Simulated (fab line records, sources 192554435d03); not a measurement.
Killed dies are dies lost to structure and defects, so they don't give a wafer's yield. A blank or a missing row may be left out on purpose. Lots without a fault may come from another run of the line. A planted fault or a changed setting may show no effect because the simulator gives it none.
fab line records | flow n5_finfet
record lots=4 wafers=12 last_day=19
route steps=1938 shown MOL_CONTACT_COAG@626 BEOL_M0_SAQP@632 BEOL_M4@1111 PASSIVATION@1936
lots that met no fault: from a run of the same line without faults
start_h: hours from the record's first day to the start of the lot's first wafer shown | wait_h: hours since the lot's step before | " the same as in the row above | L1.1+2: a row that stands for several wafers | - no value, or no start given | * or withheld: withheld | < > ~ a bound
route shown NAME@n: a module of which the file shows steps, and the number in the route of the first | usual: mean/standard deviation of fault-free wafers | same: alike in all rows | chamber/n: place in a boat | sites: the reading at each site | _std_site: their standard deviation | _edge_site: outer sites' mean less inner sites' | radius_mm: how far each site lies from the wafer's centre | mask NAME#n: copy n | behind: the tool/chamber that last shaped the wafer | hold: why the lot was held/for how many hours/how that ended | device: the transistor (n, p or np) that didn't switch | end of line: the same wafers' tests at the end of the route | a step without rows: its recipe alone | killed: dies lost to structure and defects at the first sort, not the wafer's yield | map: a wafer's dies, x killed, . not, _ none there
set.NAME: the setting as run; set.NAME@STEP: as run at that earlier step | model.NAME: the simulator's own value behind a step, which no gauge read
lots at some steps of the route; a table a step, a row a wafer
services: from which hour (start_h, from the record's first day; less than 0 if before it) a tool's chamber was out of use, for how many hours, and why
## steps
# step N5_MOL_CONTACT_COAG_SRD_128
# recipe dry_time_s=32 dry=n2_spin spin_rpm=1500
# step N5_MOL_CONTACT_COAG_CMP_52
# recipe stop_on=SiO2 t_overpolish_s=1.5 post_cmp_clean=w_dilute_nh4oh down_force_psi=4 platen_rpm=50.289 pad_velocity_m_s=1.0006 target_thk_nm=66.5
# step N5_MOL_CONTACT_COAG_ANNEAL_112
# recipe temp_c=400 time_s=1800 ambient=HPD2 pressure_atm=10
# step N5_BEOL_M0_SAQP_PECVD_00
# recipe material=SiCN target_thk_a=80 temp_c=withheld precursor=3MS/NH3 pressure_torr=3 rf_w=202 time_s=14
# step N5_BEOL_M0_SAQP_ILD_DEP_01
# recipe material=SiOC target_thk_a=454.19 temp_c=350 precursor=DEMS/O2 pressure_torr=5 rf_w=500 time_s=8.7
# step N5_BEOL_M0_SAQP_HM_DEP_02
# recipe material=TiN target_thk_a=120 temp_c=25 chamber_pressure_pa=0.49996
# step N5_BEOL_M0_SAQP_PECVD_03
# recipe material=SiCN target_thk_a=120 temp_c=withheld precursor=3MS/NH3 pressure_torr=3 rf_w=202 time_s=21.1
# step N5_BEOL_M0_SAQP_PECVD_96
# recipe material=a-Si target_thk_a=450 temp_c=350 precursor=SiH4/He pressure_torr=3 rf_w=100 time_s=45.2
# step N5_BEOL_M0_SAQP_PECVD_97
# recipe material=SiNx target_thk_a=230 temp_c=350 precursor=SiH4/NH3/N2 pressure_torr=1.5 rf_w=300 time_s=19.9
# step N5_BEOL_M0_SAQP_PECVD_04
# recipe material=a-Si target_thk_a=600 temp_c=350 precursor=SiH4/He pressure_torr=3 rf_w=100 time_s=60.2
# usual heater_power_outer_w=339/40 heater_power_w=593/77 showerhead_plenum_p_Torr=5.65/0.058 throttle_valve_pct=18.6/0.95
# columns lot.wafer tool chamber start_h wait_h heater_power_outer_w heater_power_w showerhead_plenum_p_Torr throttle_valve_pct
L624.2 pecvd-03 2 117.04 0.0 307 513 5.71 18.0
L624.3 " 1 " " 294 556 5.74 19.5
L624.4 " 2 " " 293 514 5.75 18.3
L640.3 pecvd-03 1 214.46 0.0 360 649 5.75 19.0
L640.4 " 1 " " 357 635 5.73 18.9
L640.5 " 0 " " 364 705 5.68 17.5
L641.1 pecvd-03 0 215.48 0.0 315 636 5.66 17.4
L641.2 " 1 " " 332 624 5.75 19.1
L641.4 " 2 " " 246 452 5.72 18.5
L646.1 pecvd-02 2 243.77 0.0 328 536 5.67 16.6
L646.4 " 2 " " 332 527 5.66 16.8
L646.6 " 0 " " 334 660 5.63 18.4
# step N5_BEOL_M0_SAQP_THK_MEAS_05
# usual thk_nm=60.0/0.67
# columns lot.wafer tool chamber start_h wait_h thk_nm
L624.2 film_metro-02 - 117.17 0.1 58.5
L624.3 " - " " 59.6
L624.4 " - " " 59.5
L640.3 film_metro-02 - 214.56 0.1 51.0
L640.4 " - " " 50.5
L640.5 " - " " 51.0
L641.1 film_metro-01 - 215.58 0.1 51.3
L641.2 " - " " 50.1
L641.4 " - " " 51.1
L646.1 film_metro-01 - 243.87 0.1 60.3
L646.4 " - " " 61.5
L646.6 " - " " 61.6
# step N5_BEOL_M0_SAQP_HM_DEP_111
# recipe material=SiO2 target_thk_a=120 temp_c=400 precursor=SiH4/N2O pressure_torr=0.75 rf_w=275 time_s=7.2
# step N5_BEOL_M0_SAQP_COAT_81
# recipe resist=SOC temp_c=250 time_s=60 spin_rpm=1500 resist_thk_nm=100
# step N5_BEOL_M0_SAQP_COAT_82
# recipe resist=SiARC temp_c=220 time_s=60 spin_rpm=1500 resist_thk_nm=30
# step N5_BEOL_M0_SAQP_COAT_08
# recipe resist=CAR-ArF spin_rpm=1500 resist_thk_nm=90
# step N5_BEOL_M0_SAQP_EBR_10
# recipe solvent=PGMEA ebr_width_mm=1.5
# step N5_BEOL_M0_SAQP_SOFTBAKE_09
# recipe temp_c=110 time_s=60 resist=CAR-ArF
# step N5_BEOL_M0_SAQP_EXPOSE_11
# recipe mask_id=M0_CORE na=1.35 source_shape=dipole sigma_inner=0.538 sigma_outer=0.738 polarization=te target_cd_nm=42 dose_mj=55
# step N5_BEOL_M0_SAQP_PEB_12
# recipe peb_temp_c=withheld peb_time_s=60 resist=CAR-ArF
# step N5_BEOL_M0_SAQP_DEVELOP_13
# recipe develop_time_s=30 developer=TMAH resist=CAR-ArF dev_temp_c=23 rinse_liquid=diw dry=air_spin
# step N5_BEOL_M0_SAQP_DESCUM_19
# recipe chemistry=O2 time_s=7.9 source_power_w=50 bias_power_w=20 pressure_mtorr=20 rf_frequency_hz=2.712e+07 temp_c=40 resist=CAR-ArF o2_flow_sccm=225
# step N5_BEOL_M0_SAQP_ETCH_83
# recipe chemistry=CF4 target=SiARC target_depth_a=390 mask_material=CAR-ArF time_s=65 ion_energy_ev=80 pressure_mtorr=40 source_w=545 bias_w=36 Ar_flow_sccm=100 cf4_flow_sccm=100 ends=cleared
# step N5_BEOL_M0_SAQP_ETCH_84
# recipe chemistry=N2/H2 target=SOC target_depth_a=1000 overetch_a=200 mask_material=SiARC temp_c=40 time_s=150 ion_energy_ev=200 pressure_mtorr=30 source_w=840 bias_w=150 n2_flow_sccm=200 h2_flow_sccm=200
# step N5_BEOL_M0_SAQP_STRIP_80
# recipe chemistry=N2/H2 temp_c=40 n2_flow_sccm=200 h2_flow_sccm=200 rf_frequency_hz=6e+07
# step N5_BEOL_M0_SAQP_HM_OPEN_112
# recipe chemistry=CHF3/O2 target=SiO2 stop_on=a-Si target_depth_a=120 over_etch_frac=1.25 mask_material=SOC time_s=13.5 pressure_mtorr=30 source_w=650 bias_w=170 Ar_flow_sccm=200 CHF3_flow_sccm=50 O2_flow_sccm=5 ion_energy_ev=200 ends=end_point
# step N5_BEOL_M0_SAQP_STRIP_113
# recipe chemistry=CHF3/O2 resist=SiARC rf_frequency_hz=6e+07
# step N5_BEOL_M0_SAQP_MANDREL_ETCH_20
# recipe target_depth_a=600 chemistry=HBr/Cl2 target=a-Si stop_on=SiNx bt_time_s=10 mask_material=SOC over_etch_frac=0.5 time_s=30 pressure_mtorr=10 icp_w=800 bias_w=75 HBr_flow_sccm=150 Cl2_flow_sccm=80 ends=end_point
# usual HBr_flow_sccm=150.0/0.45 drypump_motor_current_A=5.7/0.36 oes_product_au=0.775/0.011 throttle_valve_pct=35.53/0.25
# columns lot.wafer tool chamber start_h wait_h HBr_flow_sccm drypump_motor_current_A oes_product_au rf_hours_counter_h throttle_valve_pct
L624.2 rie_si-02 0 117.89 0.0 150.0 5.2 0.763 134 35.76
L624.3 " 1 " " 149.8 6.1 0.788 95 35.66
L624.4 " 2 " " 149.7 5.2 0.770 74 35.40
L640.3 rie_si-02 2 215.43 0.0 150.2 5.2 0.710 76 35.50
L640.4 " 1 " " 149.8 6.1 0.716 97 35.79
L640.5 " 1 " " 150.4 6.1 0.716 - 35.77
L641.1 rie_si-01 1 216.45 0.0 149.4 5.8 0.708 2 35.68
L641.2 " 2 " " 150.2 5.6 0.687 110 35.77
L641.4 " 0 " " 150.2 5.7 0.696 160 35.95
L646.1 rie_si-01 1 244.71 0.0 150.1 5.8 0.772 3 35.55
L646.4 " 2 " " 149.7 5.6 0.774 111 35.60
L646.6 " 3 " " 150.5 6.0 0.803 - 35.08
# step N5_BEOL_M0_SAQP_STRIP_86
# recipe chemistry=N2/H2 power_w=500 temp_c=40 pressure_mtorr=50 rf_frequency_hz=6e+07 overash_fraction=0.3 bias_power_w=28 h2_frac=0.5 n2_flow_sccm=300 h2_flow_sccm=300
# step N5_BEOL_M4_RC_MEAS_101
# usual DIBL_N=36.6/1.1 DIBL_P=36.7/1.5 IOFF_N=0.155/0.019 IOFF_P=0.208/0.025 ION_N=673/8.5 ION_P=462/5.9 SS_N=71.6/0.58 SS_P=73.5/0.51 VT_N=250.7/2.4 VT_P=-251/3
# columns lot.wafer tool chamber start_h wait_h DIBL_N[mV/V] DIBL_P[mV/V] IOFF_N[nA/um] IOFF_P[nA/um] ION_N[uA/um] ION_P[uA/um] SS_N[mV/dec] SS_P[mV/dec] VT_N[mV] VT_P[mV]
L624.2 prober-01 0 208.16 0.2 38.1 39.7 0.200 0.236 689 468 73.0 74.0 247.6 -252
L624.3 " 0 " " 36.2 37.5 0.162 0.204 665 457 72.4 73.7 250.1 -251
L624.4 " 0 " " 35.3 36.5 0.144 0.179 667 460 72.2 72.9 249.8 -254
L641.1 prober-02 0 324.79 0.0 37.7 37.7 0.173 0.203 684 460 72.7 73.2 251.8 -254
L641.2 " 0 " " 36.1 35.4 0.152 0.174 681 461 71.8 73.3 249.5 -255
L641.4 " 0 " " 35.9 35.6 0.147 0.171 683 456 72.5 73.2 250.5 -256
L640.3 prober-01 0 342.35 0.3 35.8 35.8 0.141 0.180 677 460 71.2 73.2 251.4 -253
L640.4 " 0 " " 37.9 37.7 0.166 0.197 682 462 72.4 73.2 247.9 -254
L640.5 " 0 " " 36.2 36.1 0.137 0.175 673 458 71.0 72.8 250.6 -255
L646.1 prober-02 0 366.40 0.0 36.3 34.9 0.152 0.199 687 472 70.9 72.6 248.6 -251
L646.4 " 0 " " 34.9 34.0 0.128 0.185 677 464 70.3 73.4 254.5 -254
L646.6 " 0 " " 37.9 37.4 0.179 0.235 690 464 71.2 73.7 248.6 -250
# step N5_PASSIVATION_PROBE_49
# usual defect_limited_yield=91.2/1.4 killed_at_M0_to_M3=36/11 killed_at_M4_up=14/5.6 killed_at_contacts=12/5.9 killed_at_front_end=38/13 killed_at_other=3.5/2.7 killed_dies=104/17 killed_open=68/12 killed_short=34/8.2 sort_bin_5_function=5.1/0.95 sort_bin_6_memory=3.3/0.7 sort_n_pass=1076/17 sort_yield_pct=91.2/1.4
# same gross_dies=1180 killed_at_back_side=0 sort_bin_4_leakage[%]=0 sort_bin_8_speed[%]=0
# columns lot.wafer tool chamber start_h wait_h defect_limited_yield[%] killed_at_M0_to_M3 killed_at_M4_up killed_at_contacts killed_at_front_end killed_at_other killed_dies killed_open killed_short sort_bin_5_function[%] sort_bin_6_memory[%] sort_n_pass sort_yield_pct[%]
L624.2 prober-02 - 314.68 0.1 90.6 30 10 12 53 6 111 67 43 6.2 3.1 1069 90.6
L624.3 prober-02 - 314.73 0.1 89.7 30 13 22 51 5 121 74 44 6.1 3.9 1059 89.7
L624.4 prober-02 - 314.78 0.2 87.5 37 12 14 83 2 148 108 39 7.1 5.2 1032 87.5
L641.1 prober-01 - 434.47 0.0 93.0 29 4 14 35 1 83 44 33 4.2 1.9 1097 93.0
L641.2 prober-01 - 434.52 0.1 90.9 36 11 11 45 4 107 69 35 5.8 3.0 1073 90.9
L641.4 prober-01 - 434.62 0.2 90.5 45 13 15 33 6 112 60 48 5.4 3.7 1068 90.5
L640.3 prober-01 - 442.99 0.1 89.6 50 12 18 42 1 123 77 44 6.1 3.6 1057 89.6
L640.4 prober-01 - 443.04 0.2 89.6 61 25 4 32 1 123 76 46 5.4 4.7 1057 89.6
L640.5 prober-01 - 443.09 0.2 89.0 56 23 5 39 7 130 79 47 6.1 4.7 1050 89.0
L646.1 prober-02 - 464.71 0.0 91.1 47 12 12 34 0 105 64 39 5.0 3.2 1075 91.1
L646.4 prober-02 - 464.86 0.2 92.3 35 9 13 33 1 91 60 26 5.2 2.3 1089 92.3
L646.6 prober-02 - 464.96 0.3 90.7 31 17 17 44 1 110 79 27 5.8 3.4 1070 90.7
# killed by level:class
L624.2 FIN_SAQP:geometric_particle:short=15 FIN_SAQP:geometric_particle:open=14 MOL_CONTACT_COAG:geometric_particle:open=11 STI_FIN_REVEAL:geometric_particle:open=9 DUMMY_GATE:geometric_particle:open=7 BEOL_M0:geometric_particle:short=5 BEOL_M3:geometric_particle:open=5 BEOL_M4:geometric_particle:open=5
L624.3 MOL_CONTACT_COAG:geometric_particle:open=17 FIN_SAQP:geometric_particle:short=13 BEOL_M3:geometric_particle:open=11 STI_FIN_REVEAL:geometric_particle:open=7 BEOL_M2:geometric_particle:open=7 FIN_SAQP:geometric_particle:open=6 STARTING-WAFER:geometric_particle:short=6 GATE_CUT:geometric_particle:open=5
L624.4 STI_FIN_REVEAL:geometric_particle:open=25 FIN_SAQP:geometric_particle:open=19 BEOL_M3:geometric_particle:open=16 FIN_SAQP:geometric_particle:short=13 MOL_CONTACT_COAG:geometric_particle:open=8 STARTING-WAFER:geometric_particle:open=7 DUMMY_GATE:geometric_particle:open=6 MOL_CONTACT_COAG:geometric_particle:short=6
L641.1 MOL_CONTACT_COAG:geometric_particle:open=11 GATE_CUT:geometric_particle:short=6 BEOL_M1:geometric_particle:open=6 FIN_SAQP:geometric_particle:short=5 FIN_SAQP:geometric_particle:open=5 BEOL_M0_SAQP:geometric_particle:short=5 DUMMY_GATE:geometric_particle:open=4 BEOL_M0_SAQP:geometric_particle:open=4
L641.2 FIN_SAQP:geometric_particle:open=13 FIN_SAQP:geometric_particle:short=12 BEOL_M1:geometric_particle:open=11 MOL_CONTACT_COAG:geometric_particle:open=8 BEOL_M0_SAQP:geometric_particle:short=6 BEOL_M0_SAQP:geometric_particle:open=6 BEOL_M3:geometric_particle:open=4 BEOL_M4:geometric_particle:open=4
L641.4 MOL_CONTACT_COAG:geometric_particle:open=9 BEOL_M0_SAQP:geometric_particle:short=9 BEOL_M3:geometric_particle:open=9 MOL_CONTACT_COAG:geometric_particle:short=6 BEOL_M0_SAQP:geometric_particle:open=6 BEOL_M1:geometric_particle:open=5 SPACER0:geometric_particle:short=4 BEOL_M1:geometric_particle:short=4
L640.3 BEOL_M0_SAQP:geometric_particle:open=15 MOL_CONTACT_COAG:geometric_particle:open=12 GATE_CUT:geometric_particle:short=9 BEOL_M0_SAQP:geometric_particle:short=9 BEOL_M1:geometric_particle:open=9 STARTING-WAFER:geometric_particle:short=7 STI_FIN_REVEAL:geometric_particle:open=6 MOL_CONTACT_COAG:geometric_particle:short=6
L640.4 BEOL_M4:geometric_particle:open=16 BEOL_M0_SAQP:geometric_particle:open=15 BEOL_M0_SAQP:geometric_particle:short=15 FIN_SAQP:geometric_particle:short=8 BEOL_M1:geometric_particle:open=8 BEOL_M2:geometric_particle:open=7 BEOL_M3:geometric_particle:open=7 FIN_SAQP:geometric_particle:open=6
L640.5 BEOL_M0_SAQP:geometric_particle:open=18 BEOL_M0_SAQP:geometric_particle:short=15 BEOL_M4:geometric_particle:open=11 DUMMY_GATE:geometric_particle:open=8 BEOL_M3:geometric_particle:open=7 BEOL_M5:geometric_particle:open=6 STARTING-WAFER:geometric_particle:short=5 FIN_SAQP:geometric_particle:open=4
L646.1 FIN_SAQP:geometric_particle:open=13 BEOL_M0_SAQP:geometric_particle:short=13 BEOL_M0_SAQP:geometric_particle:open=9 MOL_CONTACT_COAG:geometric_particle:open=8 BEOL_M3:geometric_particle:open=8 GATE_CUT:geometric_particle:short=7 BEOL_M2:geometric_particle:open=7 BEOL_M4:geometric_particle:open=4
L646.4 BEOL_M2:geometric_particle:open=10 MOL_CONTACT_COAG:geometric_particle:open=8 BEOL_M3:geometric_particle:open=8 BEOL_M1:geometric_particle:open=6 FIN_SAQP:geometric_particle:open=5 MOL_CONTACT_COAG:geometric_particle:short=5 STARTING-WAFER:geometric_particle:short=5 STI_FIN_REVEAL:geometric_particle:open=4
L646.6 FIN_SAQP:geometric_particle:open=17 BEOL_M1:geometric_particle:open=11 MOL_CONTACT_COAG:geometric_particle:open=10 BEOL_M4:geometric_particle:open=9 GATE_CUT:geometric_particle:short=7 BEOL_M0_SAQP:geometric_particle:open=6 MOL_CONTACT_COAG:geometric_particle:short=5 BEOL_M2:geometric_particle:open=5
## services
# columns tool chamber start_h hours kind
pecvd-03 0 102.85 - clean
pecvd-03 0 102.85 29.5 scheduled_down
pecvd-03 0 102.85 29.5 vent_cycle
pecvd-02 - 137.96 0.3 repair
rie_si-02 - 164.79 0.5 repair
rie_si-01 - 167.04 2.8 pm
pecvd-03 0 186.75 5.0 scheduled_down
pecvd-02 2 202.38 - clean
pecvd-02 2 202.38 - consumable_replace:showerhead
pecvd-02 2 202.38 29.0 scheduled_down
pecvd-02 2 202.38 29.0 vent_cycle
pecvd-02 - 207.61 0.5 repair
pecvd-02 1 208.36 5.5 scheduled_down
## key
first_sign step=N5_BEOL_M0_SAQP_THK_MEAS_05 reading=thk_nm direction=down sigmas=14 usual=* struck=*
effect step=N5_BEOL_M0_SAQP_MANDREL_ETCH_20 reading=oes_product_au direction=down sigmas=6.5 usual=0.775 struck=0.706
met_at N5_BEOL_M0_SAQP_PECVD_04
struck_wafers L640.3,L640.4,L640.5,L641.1,L641.2,L641.4
onset_between 117.04 214.46
fault kind=site_profile_drift tool=pecvd-03 chamber=- onset_h=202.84 steps=N5_BEOL_M0_SAQP_PECVD_04 basis=fraction max_abs_drift=0.34464 slope_share_per_hr=76.587 site_pattern=0,0,0,0,0,-1,-1,-1,-1
